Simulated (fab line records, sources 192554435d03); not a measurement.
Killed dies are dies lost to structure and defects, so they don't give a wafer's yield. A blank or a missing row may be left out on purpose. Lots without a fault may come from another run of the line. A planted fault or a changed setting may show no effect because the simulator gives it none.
fab line records | flow n5_finfet | part 2 of 2: steps 15 to 25 of 25
record lots=5 wafers=15 last_day=17
route steps=1938 shown MOL_CONTACT_COAG@604
lots that met no fault: from a run of the same line without faults
start_h: hours from the record's first day to the start of the lot's first wafer shown | wait_h: hours since the lot's step before | " the same as in the row above | L1.1+2: a row that stands for several wafers | - no value, or no start given | * or withheld: withheld | < > ~ a bound
route shown NAME@n: a module of which the file shows steps, and the number in the route of the first | usual: mean/standard deviation of fault-free wafers | same: alike in all rows | chamber/n: place in a boat | sites: the reading at each site | _std_site: their standard deviation | _edge_site: outer sites' mean less inner sites' | radius_mm: how far each site lies from the wafer's centre | mask NAME#n: copy n | behind: the tool/chamber that last shaped the wafer | hold: why the lot was held/for how many hours/how that ended | device: the transistor (n, p or np) that didn't switch | end of line: the same wafers' tests at the end of the route | a step without rows: its recipe alone | killed: dies lost to structure and defects at the first sort, not the wafer's yield | map: a wafer's dies, x killed, . not, _ none there
set.NAME: the setting as run; set.NAME@STEP: as run at that earlier step | model.NAME: the simulator's own value behind a step, which no gauge read
lots at some steps of the route; a table a step, a row a wafer
services: from which hour (start_h, from the record's first day; less than 0 if before it) a tool's chamber was out of use, for how many hours, and why
## steps
# step N5_MOL_CONTACT_COAG_STRIP_72
# recipe chemistry=N2/H2 power_w=450 temp_c=40 pressure_mtorr=20 rf_frequency_hz=6e+07 overash_fraction=3 bias_power_w=7 h2_frac=0.5 n2_flow_sccm=200 h2_flow_sccm=200
# usual bias_power_w=7.001/0.022 drypump_motor_current_A=5.63/0.3 oes_product_au=0.80/0.088 rf_vpp_V=59.3/2 showerhead_plenum_p_Torr=2.51/0.072 throttle_valve_pct=23.7/0.44
# same overash_fraction=3
# columns lot.wafer tool chamber start_h wait_h bias_power_w drypump_motor_current_A oes_product_au rf_hours_counter_h rf_vpp_V showerhead_plenum_p_Torr throttle_valve_pct
L075.4 rie_diel-03 2 111.57 0.0 6.973 5.69 0.95 21 58.4 2.57 23.2
L075.5 " 3 " " 7.017 5.93 0.76 - 61.6 2.54 23.5
L075.6 " 2 " " 6.992 5.70 0.94 - 58.5 2.57 23.2
L084.2 rie_diel-06 1 163.51 0.0 7.021 5.43 0.90 32 56.4 2.59 23.5
L084.4 " 0 " " 6.999 6.06 0.87 33 58.9 2.47 23.2
L084.5 " 0 " " 6.986 6.00 0.87 - 60.3 2.47 23.2
L091.2 rie_diel-06 0 202.49 0.0 7.007 6.08 0.85 43 58.6 2.46 23.2
L091.4 " 2 " " 6.989 5.53 0.86 81 56.2 2.58 24.3
L091.6 " 2 " " 7.010 5.55 0.87 - 60.0 2.59 24.2
L094.1 rie_diel-06 0 218.30 0.0 6.996 5.99 0.85 48 59.0 2.46 23.2
L094.3 " 2 " " 6.970 5.54 0.85 86 56.6 2.58 24.3
L094.5 " 0 " " 7.018 6.01 0.84 - 60.1 2.46 23.2
L096.2 rie_diel-03 3 235.11 0.1 6.984 5.89 0.71 190 58.7 2.51 23.6
L096.3 " 3 " " 7.008 5.91 0.73 - 58.5 2.52 23.6
L096.4 " 1 " " 6.979 5.20 0.77 - 58.3 2.41 23.1
# step N5_MOL_CONTACT_COAG_STRIP_49
# recipe chemistry=N2/H2 time_s=30 power_w=1000 temp_c=250 pressure_mtorr=withheld n2_flow_sccm=1750 h2_flow_sccm=3250
# usual drypump_motor_current_A=5.4/0.64 heater_power_w=309/8.1
# columns lot.wafer tool chamber start_h wait_h drypump_motor_current_A heater_power_w rf_hours_counter_h
L075.4 plasma_asher-02 0 111.67 - 4.8 299 -
L075.5 " 1 " " 6.2 306 -
L075.6 " 0 " " 4.8 295 -
L084.2 plasma_asher-01 1 163.59 - 4.7 310 58
L084.4 " 1 " " 4.8 310 -
L084.5 " 1 " " 4.7 303 -
L091.2 plasma_asher-02 0 202.57 - 4.8 306 110
L091.4 " 0 " " 4.8 290 -
L091.6 " 0 " " 4.8 299 -
L094.1 plasma_asher-02 1 218.38 - 6.2 311 113
L094.3 " 1 " " 6.2 306 -
L094.5 " 1 " " 6.2 315 -
L096.2 plasma_asher-02 1 235.22 - 6.2 301 116
L096.3 " 1 " " 6.2 311 -
L096.4 " 0 " " 4.8 295 -
# step N5_MOL_CONTACT_COAG_PRECLEAN_138
# recipe chemistry=alkaline_clean temp_c=60 time_s=60 do_ppb=50
# columns lot.wafer tool chamber start_h wait_h
L075.4+5+6 wet_bench-01 4,1,2 111.74 0.0
L084.2+4+5 wet_bench-05 7,5,3 163.68 0.1
L091.2+4+6 wet_bench-01 6,5,4 202.66 0.1
L094.1+3+5 wet_bench-02 2,7,0 218.46 0.1
L096.2+3+4 wet_bench-01 4,3,0 235.30 0.1
# step N5_MOL_CONTACT_COAG_SRD_139
# recipe dry=ipa_marangoni time_s=30 temp_c=23 rinse_liquid=diw
# columns lot.wafer tool chamber start_h wait_h
L075.4+5+6 wet_bench-01 4,1,2 111.76 0.0
L084.2+4+5 wet_bench-05 7,5,3 163.70 0.0
L091.2+4+6 wet_bench-01 6,5,4 202.68 0.0
L094.1+3+5 wet_bench-02 2,7,0 218.48 0.0
L096.2+3+4 wet_bench-01 4,3,0 235.32 0.0
# step N5_MOL_CONTACT_COAG_CD_MEAS_101
# recipe target_cd_nm=16
# usual cd_nm=16.1/0.43
# columns lot.wafer tool chamber start_h wait_h cd_nm
L075.4 cd_sem-02 - 111.80 0.0 15.9
L075.5 " - " " 15.8
L075.6 " - " " 16.5
L084.2 cd_sem-01 - 163.74 0.0 15.8
L084.4 " - " " 15.5
L084.5 " - " " 15.6
L091.2 cd_sem-02 - 202.72 0.0 16.0
L091.4 " - " " 16.2
L091.6 " - " " 16.1
L094.1 cd_sem-02 - 218.52 0.0 15.6
L094.3 " - " " 16.2
L094.5 " - " " 16.0
L096.2 cd_sem-01 - 235.36 0.0 15.6
L096.3 " - " " 15.6
L096.4 " - " " 16.2
# step N5_MOL_CONTACT_COAG_PRE_CLEAN_121
# recipe gas=H2/He time_s=* temp_c=withheld
# columns lot.wafer tool chamber start_h wait_h
L075.4+5+6 cvd_w-01 1,0,1 111.87 0.1
L084.2+4+5 cvd_w-01 0,1,0 163.80 0.1
L091.2+4+6 cvd_w-02 0,1,0 202.76 0.0
L094.1+3+5 cvd_w-02 0,1,0 218.57 0.0
L096.2+3+4 cvd_w-01 1,1,0 235.41 0.0
# step N5_MOL_CONTACT_COAG_CVD_140
# recipe material=W target_thk_a=665 mode=selective_fill temp_c=300 time_s=215
# usual heater_power_w=477/27
# columns lot.wafer tool chamber start_h wait_h heater_power_w
L075.4 cvd_w-01 1 112.01 0.1 467
L075.5 " 0 " " 519
L075.6 " 1 " " 472
L084.2 cvd_w-01 0 163.89 0.1 527
L084.4 " 1 " " 485
L084.5 " 0 " " 520
L091.2 cvd_w-02 0 202.85 0.1 445
L091.4 " 1 " " 467
L091.6 " 0 " " 440
L094.1 cvd_w-02 0 218.66 0.1 442
L094.3 " 1 " " 465
L094.5 " 0 " " 442
L096.2 cvd_w-01 1 235.50 0.1 482
L096.3 " 1 " " 483
L096.4 " 0 " " 518
# step N5_MOL_CONTACT_COAG_PRECLEAN_127
# recipe chemistry=DIW time_s=57.5 temp_c=23
# columns lot.wafer tool chamber start_h wait_h
L075.4+5+6 wet_bench-05 2,5,1 112.20 0.1
L084.2+4+5 wet_bench-01 7,5,6 164.16 0.2
L091.2+4+6 wet_bench-02 3,5,6 203.12 0.2
L094.1+3+5 wet_bench-01 5,4,6 218.93 0.2
L096.2+3+4 wet_bench-02 5,3,6 235.77 0.2
# step N5_MOL_CONTACT_COAG_SRD_128
# recipe dry_time_s=32 dry=n2_spin spin_rpm=1500
# same dry_time_s=32
# columns lot.wafer tool chamber start_h wait_h
L075.4+5+6 wet_bench-05 2,5,1 112.22 0.0
L084.2+4+5 wet_bench-01 7,5,6 164.18 0.0
L091.2+4+6 wet_bench-02 3,5,6 203.14 0.0
L094.1+3+5 wet_bench-01 5,4,6 218.95 0.0
L096.2+3+4 wet_bench-02 5,3,6 235.78 0.0
# step N5_MOL_CONTACT_COAG_CMP_52
# recipe stop_on=SiO2 t_overpolish_s=1.5 post_cmp_clean=w_dilute_nh4oh down_force_psi=4 platen_rpm=50.289 pad_velocity_m_s=1.0006 target_thk_nm=66.5
# usual motor_current_A=11.9/1.1 overpolish_run_s=1.500/0.0087 time_to_endpoint_s=13/3.3
# columns lot.wafer tool chamber start_h wait_h motor_current_A overpolish_run_s time_to_endpoint_s
L075.4 cmp-03 3 112.33 0.1 13.6 1.513 13
L075.6 " 1 " " 10.9 1.492 11
L075.5 " 2 " " 11.6 1.496 7
L084.4 cmp-04 3 164.25 0.1 11.2 1.498 10
L084.2 " 1 " " 10.7 1.494 9
L084.5 " 3 " " 11.5 1.499 9
L091.2 cmp-03 0 203.17 0.0 10.9 1.507 12
L091.4 " 3 " " 14.2 1.514 12
L091.6 " 1 " " 10.3 1.511 10
L094.1 cmp-03 1 219.02 0.1 11.2 1.496 10
L094.3 " 3 " " 14.1 1.492 12
L094.5 " 1 " " 11.1 1.503 12
L096.3 cmp-03 1 235.82 0.0 10.3 1.494 8
L096.2 " 2 " " 12.3 1.495 7
L096.4 " 3 " " 13.3 1.492 13
# step N5_MOL_CONTACT_COAG_THK_MEAS_53
# recipe reads=SiO2_of_MOL_CONTACT_COAG_PECVD_31
# usual VIA_MOL_THK=43.9/0.67
# columns lot.wafer tool chamber start_h wait_h VIA_MOL_THK[nm]
L075.4 film_metro-01 - 112.55 - 43.6
L075.5 " - " " 43.5
L075.6 " - " " 43.5
L084.2 film_metro-02 - 164.50 - 43.9
L084.4 " - " " 43.6
L084.5 " - " " 42.9
L091.2 film_metro-02 - 203.47 - 43.5
L091.4 " - " " 44.8
L091.6 " - " " 44.6
L094.1 film_metro-01 - 219.27 - 43.0
L094.3 " - " " 44.0
L094.5 " - " " 44.9
L096.2 film_metro-02 - 236.11 - 43.8
L096.3 " - " " 44.4
L096.4 " - " " 44.8
## services
# columns tool chamber start_h hours kind
rie_diel-02 - 91.15 2.8 pm
rie_diel-06 0 91.22 16.7 repair
plasma_asher-02 - 101.08 0.9 repair
cmp-03 - 109.17 2.9 repair
ald_sin-03 2 111.45 3.5 repair
rie_diel-02 1 112.26 2.7 repair
cmp-03 - 118.77 1.5 repair
plasma_asher-02 - 121.91 15.6 pm
plasma_asher-02 - 140.75 5.2 repair
cmp-03 - 142.80 0.4 repair
rie_diel-06 3 143.16 8.3 repair
cvd_w-02 1 149.50 4.0 repair
cmp-03 - 153.91 0.3 repair
wet_bench-02 - 160.49 4.4 pm
rie_diel-06 - 174.34 14.6 pm
ald_sin-03 - 176.92 14.0 pm
cvd_w-02 - 181.47 1.5 repair
cvd_w-02 - 192.81 2.1 repair
rie_diel-02 - 198.01 0.6 repair
cvd_w-01 - 200.55 3.6 repair
cmp-03 - 201.25 0.8 repair
rie_diel-02 1 204.08 6.8 repair
rie_diel-02 - 223.96 2.3 repair
rie_diel-03 2 228.06 8.4 repair
